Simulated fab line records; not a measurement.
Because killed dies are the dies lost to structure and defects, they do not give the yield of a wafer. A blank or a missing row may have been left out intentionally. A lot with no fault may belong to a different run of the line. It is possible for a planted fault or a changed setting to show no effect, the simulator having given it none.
fab line records	flow n5-finfet
record: lots: 9	wafers: 24	last-day: 17
route steps=1938 shown WELL_APT@55 PMOS_HMC_CHANNEL_EPI@68 FIN_SAQP@95 BEOL_M4@1111 PASSIVATION@1936
lots that met no fault: from a run of the same line without faults
start-h: start of the lot's first displayed wafer, in hours after the record's first day	wait-h: hours since the lot's step before	" same as the row above	L1.1+2: several wafers, shown together as one row	- either no value or no given start	* or withheld: withheld	< > ~ a bound
route shown NAME@n: NAME is a module with steps in the file, n the number in the route of the first one	usual: mean and standard deviation over wafers with no fault	same: alike in all rows	chamber/n: place in a boat	sites: each site's reading	_std_site: how widely they spread, as a standard deviation	_edge_site: outer sites' mean less inner sites'	radius-mm: how far each site lies from the wafer's centre	mask NAME#n: copy n	behind: tool/chamber where the wafer was last shaped	hold: why the lot went on hold/how many hours it stayed there/how the hold came to an end	device: whichever transistor did not switch (one of n, p or np)	end of line: at the end of the route, the tests of the same wafers	where a step has no rows: the recipe by itself	killed: count of dies lost to structure and defects at first sort (not the wafer's yield)	map: dies across one wafer; x = killed, . = not, _ = none there
set.NAME: the setting as run; set.NAME@STEP: as run at that earlier step	model.NAME: the simulator's own value behind a step, which no gauge read
the route's steps for a sample of lots (tables are steps, rows are wafers)
services: when a tool's chamber went out of use (start-h, in hours from the record's first day, below 0 if earlier), for how many hours, and the reason
== steps ==
step: N5_WELL_APT_EPI_41
recipe: material: Si	target-thk-a: 500	temp-c: 650	precursor: SiH4/H2	pressure-torr: 20	time-s: 297.7
usual: throttle-valve-pct: 11.2/0.47
lot.wafer	tool	chamber	start-h	wait-h	throttle-valve-pct
L692.2	epi-rpcvd-03	0	22.01	0.1	11.0
L692.6	"	0	"	"	11.1
L693.2	epi-rpcvd-02	0	28.36	0.2	11.8
L693.4	"	0	"	"	11.9
L696.1	epi-rpcvd-01	0	46.21	0.0	10.8
L696.2	"	0	"	"	11.0
L696.3	"	0	"	"	10.8
L697.1	epi-rpcvd-01	0	52.05	0.0	10.9
L697.5	"	0	"	"	10.9
L697.6	"	0	"	"	10.7
L699.1	epi-rpcvd-03	0	64.06	0.0	10.8
L699.3	"	0	"	"	11.3
L700.1	epi-rpcvd-01	0	70.28	0.0	10.8
L700.2	"	0	"	"	10.8
L700.5	"	0	"	"	10.9
L702.1	epi-rpcvd-02	0	82.43	0.0	11.7
L702.2	"	0	"	"	11.8
L702.6	"	0	"	"	11.7
L711.2	epi-rpcvd-02	0	137.07	0.2	11.6
L711.3	"	0	"	"	11.8
L711.5	"	0	"	"	11.7
L713.2	epi-rpcvd-02	0	148.15	0.3	11.9
L713.3	"	0	"	"	11.8
L713.6	"	0	"	"	11.8
step: N5_PMOS_HMC_CHANNEL_EPI_DESCUM_14
recipe: chemistry: O2	time-s: 7.9	source-power-w: 50	bias-power-w: 20	pressure-mtorr: 20	rf-frequency-hz: 2.712e+07	temp-c: 40	resist: CAR-ArF-block	o2-flow-sccm: 225
usual: drypump-motor-current-A: 5.7/0.38	oes-product-au: 0.76/0.052	rf-vpp-V: 243.1/1.4	showerhead-plenum-p-Torr: 2.08/0.063	throttle-valve-pct: 20.46/0.25
lot.wafer	tool	chamber	start-h	wait-h	drypump-motor-current-A	oes-product-au	rf-hours-counter-h	rf-vpp-V	showerhead-plenum-p-Torr	throttle-valve-pct
L692.2	rie-diel-03	1	23.43	0.5	6.3	0.80	121	244.1	2.16	20.55
L692.6	"	1	"	"	6.2	0.79	-	244.3	2.16	20.54
L693.2	rie-diel-01	3	29.65	0.1	5.4	0.77	124	243.3	2.10	20.41
L693.4	"	2	"	"	6.3	0.79	107	242.0	2.01	20.22
L696.1	rie-diel-02	1	47.63	0.3	5.8	0.68	242	241.8	2.07	20.48
L696.2	"	0	"	"	6.2	0.77	155	241.8	2.05	20.52
L696.3	"	3	"	"	5.4	0.86	46	244.5	2.11	19.84
L697.1	rie-diel-02	0	53.11	0.1	6.3	0.76	157	244.3	2.05	20.50
L697.5	"	3	"	"	5.3	0.85	-	244.8	2.11	19.84
L697.6	"	0	"	"	6.3	0.76	-	243.8	2.05	20.51
L699.1	rie-diel-02	2	65.10	0.0	5.1	0.72	159	243.7	2.10	20.59
L699.3	"	1	"	"	5.8	0.69	247	244.0	2.07	20.51
L700.1	rie-diel-01	1	71.33	0.0	5.4	0.75	153	244.1	2.09	20.50
L700.2	"	2	"	"	6.3	0.78	121	242.3	2.01	20.26
L700.5	"	2	"	"	6.3	0.77	-	241.8	2.01	20.26
L702.1	rie-diel-03	0	83.75	0.2	5.7	0.76	155	245.0	2.21	20.66
L702.2	"	1	"	"	6.2	0.79	138	245.5	2.15	20.57
L702.6	"	0	"	"	5.7	0.76	-	244.2	2.21	20.68
L711.2	rie-diel-01	3	138.88	0.6	5.5	0.73	159	242.2	2.09	20.47
L711.3	"	2	"	"	6.3	0.76	139	241.7	2.00	20.29
L711.5	"	2	"	"	6.3	0.77	-	240.1	2.00	20.29
L713.2	rie-diel-02	3	149.90	0.0	5.3	0.80	81	243.2	2.10	19.88
L713.3	"	1	"	"	5.8	0.97	13	242.8	2.06	20.20
L713.6	"	3	"	"	5.3	0.81	-	242.3	2.10	19.90
step: N5_FIN_SAQP_DENSIFY_62
recipe: temp-c: 700	time-s: 60	ambient: N2	idle-temp-c: 600	ramp-up-c-per-s: 150	ramp-down-c-per-s: 60	cool-to-c: 600
usual: lamp-power-pct: 9.84/0.058	wafer_temp_C_max: 703.2/0.6
lot.wafer	tool	chamber	start-h	wait-h	lamp-power-pct	wafer_temp_C_max
L692.2	rtp-anneal-02	0	27.10	0.1	9.89	704.3
L692.6	"	0	"	"	9.82	703.4
L693.2	rtp-anneal-02	0	33.03	0.1	9.89	703.7
L693.4	"	0	"	"	9.84	703.5
L696.1	rtp-anneal-01	0	50.76	0.1	9.88	703.7
L696.2	"	0	"	"	9.82	703.2
L696.3	"	0	"	"	9.83	702.9
L697.1	rtp-anneal-02	0	56.32	0.2	9.93	702.3
L697.5	"	0	"	"	9.81	702.6
L697.6	"	0	"	"	9.88	703.3
L699.1	rtp-anneal-02	0	68.36	0.2	9.90	703.6
L699.3	"	0	"	"	9.84	703.0
L700.1	rtp-anneal-01	0	74.50	0.1	9.76	703.2
L700.2	"	0	"	"	9.83	703.4
L700.5	"	0	"	"	9.92	702.9
L702.1	rtp-anneal-01	0	89.66	0.1	9.86	703.0
L702.2	"	0	"	"	9.81	703.1
L702.6	"	0	"	"	9.92	703.9
L711.2	rtp-anneal-02	0	142.02	0.1	9.89	702.3
L711.3	"	0	"	"	9.91	703.1
L711.5	"	0	"	"	9.87	702.6
L713.2	rtp-anneal-01	0	154.03	0.3	9.89	703.6
L713.3	"	0	"	"	9.88	704.4
L713.6	"	0	"	"	9.90	704.6
step: N5_FIN_SAQP_HM_DEP_03
recipe: material: SiNx	target-thk-a: 380	temp-c: 400	precursor: SiH4/NH3/N2	pressure-torr: 1.5	rf-w: 300	time-s: 33.6
usual: heater-power-w: 759/68	showerhead-plenum-p-Torr: 5.12/0.06	throttle-valve-pct: 39.2/1.3
lot.wafer	tool	chamber	start-h	wait-h	heater-power-w	showerhead-plenum-p-Torr	throttle-valve-pct
L692.2	pecvd-03	1	27.28	0.2	707	5.09	38.9
L692.6	"	1	"	"	739	5.07	38.7
L693.2	pecvd-03	1	33.22	0.2	715	5.07	39.0
L693.4	"	2	"	"	799	5.08	37.9
L696.1	pecvd-01	0	50.97	0.2	705	5.23	36.8
L696.2	"	1	"	"	735	5.03	40.0
L696.3	"	2	"	"	802	5.17	40.5
L697.1	pecvd-03	1	56.54	0.2	705	5.10	38.9
L697.5	"	1	"	"	728	5.08	38.6
L697.6	"	2	"	"	749	5.09	38.0
L699.1	pecvd-03	1	68.58	0.2	783	5.09	38.6
L699.3	"	2	"	"	884	5.09	37.9
L700.1	pecvd-01	0	74.72	0.2	674	5.23	37.5
L700.2	"	1	"	"	761	5.04	40.0
L700.5	"	0	"	"	660	5.23	37.4
L702.1	pecvd-03	1	89.89	0.2	727	5.07	38.9
L702.2	"	2	"	"	768	5.09	38.4
L702.6	"	2	"	"	766	5.10	38.2
L711.2	pecvd-03	1	142.20	0.2	798	5.09	38.6
L711.3	"	2	"	"	770	5.10	38.4
L711.5	"	0	"	"	790	5.10	39.7
L713.2	pecvd-01	0	154.21	0.2	615	5.23	37.6
L713.3	"	2	"	"	773	5.18	40.3
L713.6	"	0	"	"	640	5.23	37.7
step: N5_FIN_SAQP_THK_MEAS_05
usual: thk-nm: 37.9/0.64
lot.wafer	tool	chamber	start-h	wait-h	thk-nm
L692.2	film-metro-01	-	27.37	0.1	38.6
L692.6	"	-	"	"	38.9
L693.2	film-metro-01	-	33.31	0.1	38.1
L693.4	"	-	"	"	37.8
L696.1	film-metro-01	-	51.06	0.1	36.5
L696.2	"	-	"	"	36.8
L696.3	"	-	"	"	37.3
L697.1	film-metro-01	-	56.65	0.1	38.0
L697.5	"	-	"	"	38.7
L697.6	"	-	"	"	37.9
L699.1	film-metro-01	-	68.66	0.1	38.5
L699.3	"	-	"	"	37.2
L700.1	film-metro-02	-	74.80	0.1	37.8
L700.2	"	-	"	"	37.4
L700.5	"	-	"	"	38.0
L702.1	film-metro-01	-	89.97	0.1	38.1
L702.2	"	-	"	"	37.4
L702.6	"	-	"	"	37.5
L711.2	film-metro-01	-	142.29	0.1	37.8
L711.3	"	-	"	"	36.4
L711.5	"	-	"	"	43.3
L713.2	film-metro-01	-	154.33	0.1	36.7
L713.3	"	-	"	"	37.4
L713.6	"	-	"	"	37.2
step: N5_FIN_SAQP_HM_OPEN_33
recipe: chemistry: CH3F/O2	target: SiNx	mask-material: SiO2	target-depth-a: 494	time-s: 70.6	pressure-mtorr: 30	source-w: 395	bias-w: 73	Ar_flow_sccm: 150	CH3F_flow_sccm: 30	O2_flow_sccm: 20	ion-energy-ev: 120	ends: cleared
usual: drypump-motor-current-A: 5.7/0.46	etch-rf-on-time-s: 69.2/2.1	oes-product-au: 0.65/0.059	rf-vpp-V: 297/14	showerhead-plenum-p-Torr: 2.04/0.065	throttle-valve-pct: 16.37/0.23
lot.wafer	tool	chamber	start-h	wait-h	drypump-motor-current-A	etch-rf-on-time-s	oes-product-au	rf-hours-counter-h	rf-vpp-V	showerhead-plenum-p-Torr	throttle-valve-pct
L692.2	rie-diel-04	0	32.11	0.0	5.9	69.3	0.60	230	288	1.97	16.41
L692.6	"	3	"	"	5.4	72.3	0.61	-	295	2.00	16.52
L693.2	rie-diel-05	3	38.03	0.0	5.6	71.8	0.59	215	275	1.88	16.36
L693.4	"	2	"	"	6.3	67.5	0.76	46	276	2.14	16.24
L696.1	rie-diel-05	2	55.81	0.0	6.3	65.0	0.75	53	275	2.14	16.25
L696.2	"	0	"	"	6.0	66.0	0.68	148	304	2.08	16.11
L696.3	"	1	"	"	5.2	67.2	0.64	204	306	2.07	16.58
L697.1	rie-diel-06	1	61.45	0.0	6.1	72.5	0.61	183	309	2.00	16.36
L697.5	"	1	"	"	6.1	72.5	0.61	-	310	2.00	16.36
L697.6	"	0	"	"	5.7	70.0	0.70	-	317	2.03	16.12
L699.1	rie-diel-06	2	74.33	0.0	6.1	69.2	0.67	140	296	2.09	15.92
L699.3	"	3	"	"	5.8	64.2	0.67	150	312	2.01	16.52
L700.1	rie-diel-04	2	80.35	0.0	4.8	68.9	0.61	201	304	2.06	16.63
L700.2	"	1	"	"	5.1	68.4	0.61	191	289	2.07	16.68
L700.5	"	0	"	"	5.9	66.9	0.60	-	287	1.97	16.42
L702.1	rie-diel-06	0	94.58	0.1	5.8	70.4	0.68	98	320	2.02	16.13
L702.2	"	3	"	"	5.7	64.1	0.66	158	310	2.01	16.53
L702.6	"	1	"	"	6.1	70.7	0.61	-	309	2.00	16.39
L711.2	rie-diel-05	3	147.72	0.3	5.6	70.3	0.82	1	278	2.11	15.96
L711.3	"	1	"	"	5.2	66.2	0.61	239	305	2.06	16.63
L711.5	"	0	"	"	6.1	77.6	0.65	-	306	2.07	16.17
L713.2	rie-diel-04	1	159.30	0.0	5.1	69.5	0.59	223	289	2.06	16.74
L713.3	"	2	"	"	4.8	69.7	0.58	233	305	2.05	16.69
L713.6	"	0	"	"	5.9	65.7	0.85	-	287	1.97	16.00
step: N5_BEOL_M4_RC_MEAS_101
usual: DIBL_N: 37.5/2	DIBL_P: 37.5/2.5	IOFF_N: 0.18/0.042	IOFF_P: 0.24/0.046	ION_N: 677/15	ION_P: 464/9.5	SS_N: 72.0/0.76	SS_P: 73.6/0.79	VT_N: 249/3.5	VT_P: -249/3.2
lot.wafer	tool	chamber	start-h	wait-h	DIBL_N[mV/V]	DIBL_P[mV/V]	IOFF_N[nA/um]	IOFF_P[nA/um]	ION_N[uA/um]	ION_P[uA/um]	SS_N[mV/dec]	SS_P[mV/dec]	VT_N[mV]	VT_P[mV]
L692.2	prober-02	0	170.18	0.2	37.0	38.6	0.17	0.23	691	466	72.8	74.1	247	-251
L692.6	"	0	"	"	38.1	39.7	0.18	0.26	667	458	72.8	74.7	251	-249
L693.2	prober-01	0	173.71	0.2	34.7	34.3	0.14	0.18	698	476	71.2	72.8	254	-251
L693.4	"	0	"	"	38.8	37.2	0.21	0.21	670	459	73.5	73.6	247	-253
L696.1	prober-01	0	195.03	0.0	34.2	34.4	0.15	0.18	682	471	72.3	73.2	253	-254
L696.2	"	0	"	"	36.0	37.9	0.18	0.24	670	457	72.0	73.3	247	-249
L696.3	"	0	"	"	36.8	38.0	0.20	0.23	687	464	72.0	74.3	247	-251
L697.1	prober-02	0	202.69	0.0	37.3	36.9	0.17	0.24	678	469	71.4	74.0	249	-249
L697.5	"	0	"	"	39.1	38.0	0.20	0.26	684	472	72.7	74.2	248	-247
L697.6	"	0	"	"	34.8	35.0	0.13	0.23	650	454	71.0	74.0	250	-248
L699.1	prober-02	0	216.10	0.0	34.7	33.6	0.12	0.16	657	454	70.5	71.5	257	-252
L699.3	"	0	"	"	42.7	45.1	0.30	0.38	694	473	73.4	75.7	243	-241
L700.1	prober-02	0	221.05	0.0	38.8	39.8	0.21	0.29	691	475	71.1	74.3	243	-242
L700.2	"	0	"	"	38.0	37.3	0.18	0.24	677	465	71.7	73.2	252	-247
L700.5	"	0	"	"	39.1	39.7	0.19	0.28	667	468	71.3	74.1	247	-245
L702.1	prober-01	0	228.21	0.0	37.1	40.3	0.19	0.27	658	446	71.9	74.3	250	-252
L702.2	"	0	"	"	37.0	38.0	0.19	0.20	665	449	73.0	72.5	248	-252
L702.6	"	0	"	"	36.0	37.7	0.15	0.20	654	446	72.2	72.6	254	-255
L711.2	prober-01	0	290.64	0.2	34.4	32.8	0.13	0.20	667	465	71.4	72.4	251	-249
L711.3	"	0	"	"	42.0	42.2	0.33	0.38	704	485	73.0	74.2	238	-242
L711.5	"	0	"	"	38.2	36.4	0.18	0.23	681	468	72.0	73.9	249	-248
L713.2	prober-01	0	305.41	0.2	39.4	39.4	0.22	0.25	683	457	72.8	74.8	244	-249
L713.3	"	0	"	"	34.4	34.4	0.12	0.18	672	465	71.4	73.1	251	-254
L713.6	"	0	"	"	39.7	40.4	0.23	0.28	697	474	72.3	74.5	241	-249
step: N5_PASSIVATION_PROBE_49
usual: defect-limited-yield: 91.8/1.5	killed_at_M0_to_M3: 33/11	killed_at_M4_up: 13/5	killed-at-contacts: 11/5.6	killed-at-front-end: 36/12	killed-at-other: 3.4/2.5	killed-dies: 97/18	killed-open: 64/13	killed-short: 31/6.9	sort_bin_4_leakage: 0.01/0.048	sort_bin_5_function: 4.8/1	sort_bin_6_memory: 3.1/0.64	sort_bin_8_speed: 0.00/0.014	sort-n-pass: 1083/18	sort-yield-pct: 91.8/1.5
same: gross-dies: 1180	killed-at-back-side: 0
lot.wafer	tool	chamber	start-h	wait-h	defect-limited-yield[%]	killed_at_M0_to_M3	killed_at_M4_up	killed-at-contacts	killed-at-front-end	killed-at-other	killed-dies	killed-open	killed-short	sort_bin_4_leakage[%]	sort_bin_5_function[%]	sort_bin_6_memory[%]	sort_bin_8_speed[%]	sort-n-pass	sort-yield-pct[%]
L696.1	prober-01	-	296.24	0.0	91.0	43	15	4	36	8	106	66	40	0	6.1	2.4	0	1074	91.0
L696.2	prober-01	-	296.29	0.1	91.4	57	11	3	25	6	102	76	26	0	5.3	3.1	0	1078	91.4
L696.3	prober-01	-	296.34	0.1	92.2	37	13	5	36	1	92	59	32	0	4.5	3.1	0	1088	92.2
L702.1	prober-01	-	327.74	0.3	93.8	19	6	21	21	6	73	52	21	0	3.6	2.5	0	1107	93.8
L702.2	prober-01	-	327.79	0.4	91.5	14	20	12	51	3	100	67	32	0	5.4	2.8	0	1080	91.5
L702.6	prober-01	-	327.99	0.6	90.3	38	13	9	46	8	114	77	34	0	6.0	3.2	0	1066	90.3
killed by level:class
L696.1 BEOL_M2:geometric-particle:open=12 BEOL_M4:geometric-particle:open=12 BEOL_M3:geometric-particle:open=9 FIN_SAQP:geometric-particle:open=8 BEOL_M0_SAQP:geometric-particle:short=7 BEOL_M1:geometric-particle:open=6 FIN_SAQP:geometric-particle:short=5 GATE_CUT:geometric-particle:short=4
L696.2 BEOL_M0_SAQP:geometric-particle:open=19 BEOL_M2:geometric-particle:open=14 BEOL_M3:geometric-particle:open=10 BEOL_M0_SAQP:geometric-particle:short=8 FIN_SAQP:geometric-particle:open=6 STARTING-WAFER:geometric-particle:short=4 FIN_SAQP:geometric-particle:short=3 STI_FIN_REVEAL:geometric-particle:open=3
L696.3 BEOL_M3:geometric-particle:open=11 BEOL_M0_SAQP:geometric-particle:short=8 STI_FIN_REVEAL:geometric-particle:open=7 BEOL_M0_SAQP:geometric-particle:open=6 FIN_SAQP:geometric-particle:open=5 STI_FIN_REVEAL:geometric-particle:short=5 MOL_CONTACT_COAG:geometric-particle:open=4 BEOL_M3:geometric-particle:short=4
L702.1 MOL_CONTACT_COAG:geometric-particle:open=18 STI_FIN_REVEAL:geometric-particle:open=12 BEOL_M0_SAQP:geometric-particle:short=6 BEOL_M1:geometric-particle:open=6 MOL_CONTACT_COAG:geometric-particle:short=3 BEOL_M0_SAQP:geometric-particle:open=3 STI_FIN_REVEAL:geometric-particle:short=2 ILD0:geometric-particle:short=2
L702.2 STI_FIN_REVEAL:geometric-particle:open=15 FIN_SAQP:geometric-particle:short=13 MOL_CONTACT_COAG:geometric-particle:open=10 FIN_SAQP:geometric-particle:open=9 BEOL_M4:geometric-particle:open=8 DUMMY_GATE:geometric-particle:open=5 BEOL_M1:geometric-particle:open=5 BEOL_M1:geometric-particle:short=4
L702.6 FIN_SAQP:geometric-particle:open=13 FIN_SAQP:geometric-particle:short=11 BEOL_M0_SAQP:geometric-particle:open=8 BEOL_M0:geometric-particle:open=7 BEOL_M1:geometric-particle:open=7 BEOL_M4:geometric-particle:open=7 STI_FIN_REVEAL:geometric-particle:open=6 BEOL_M0_SAQP:geometric-particle:short=6
== services ==
tool	chamber	start-h	hours	kind
rie-diel-05	2	-0.95	8.5	repair
rie-diel-05	-	32.25	0.4	repair
rie-diel-01	0	35.44	40.3	repair
rie-diel-01	3	44.23	9.5	repair
rie-diel-01	2	53.35	6.5	repair
pecvd-03	0	54.79	2.1	scheduled-down
rie-diel-04	0	55.45	12.6	repair
pecvd-01	2	67.70	5.5	scheduled-down
rie-diel-02	1	78.97	-	clean
rie-diel-02	1	78.97	-	consumable-replace:focus-ring
rie-diel-02	1	78.97	27.7	scheduled-down
rie-diel-02	1	78.97	27.7	vent-cycle
rie-diel-06	1	80.31	8.1	repair
rie-diel-06	0	81.71	7.0	repair
rie-diel-06	3	86.99	2.4	repair
pecvd-01	2	87.41	2.1	scheduled-down
rie-diel-06	2	88.53	27.7	repair
rie-diel-01	2	96.68	7.6	repair
pecvd-03	-	122.85	0.5	repair
epi-rpcvd-02	-	129.23	0.7	repair
epi-rpcvd-01	-	130.92	27.2	pm
pecvd-03	2	133.50	2.1	scheduled-down
rie-diel-01	0	137.19	2.4	repair
pecvd-01	1	150.37	12.9	repair
== key ==
first-sign: step: N5_FIN_SAQP_THK_MEAS_05	reading: thk-nm	direction: up	sigmas: 8.5	usual: *	struck: *
effect: step: N5_FIN_SAQP_HM_OPEN_33	reading: etch-rf-on-time-s	direction: up	sigmas: 4	usual: *	struck: *
met-at N5_FIN_SAQP_HM_DEP_03
struck-lots L711
struck-wafers L711.5
not-acting-at N5_WELL_APT_EPI_41,N5_PMOS_HMC_CHANNEL_EPI_DESCUM_14,N5_FIN_SAQP_DENSIFY_62
onset-between 89.89 142.20
fault: kind: process-parameter-drift	tool: pecvd-03	chamber: -	onset-h: 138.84	steps: N5_FIN_SAQP_HM_DEP_03	channel: time-s	offset: *	shape: step	end-h: 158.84	scope: struck-wafers-only	acts-in: *	stated: *
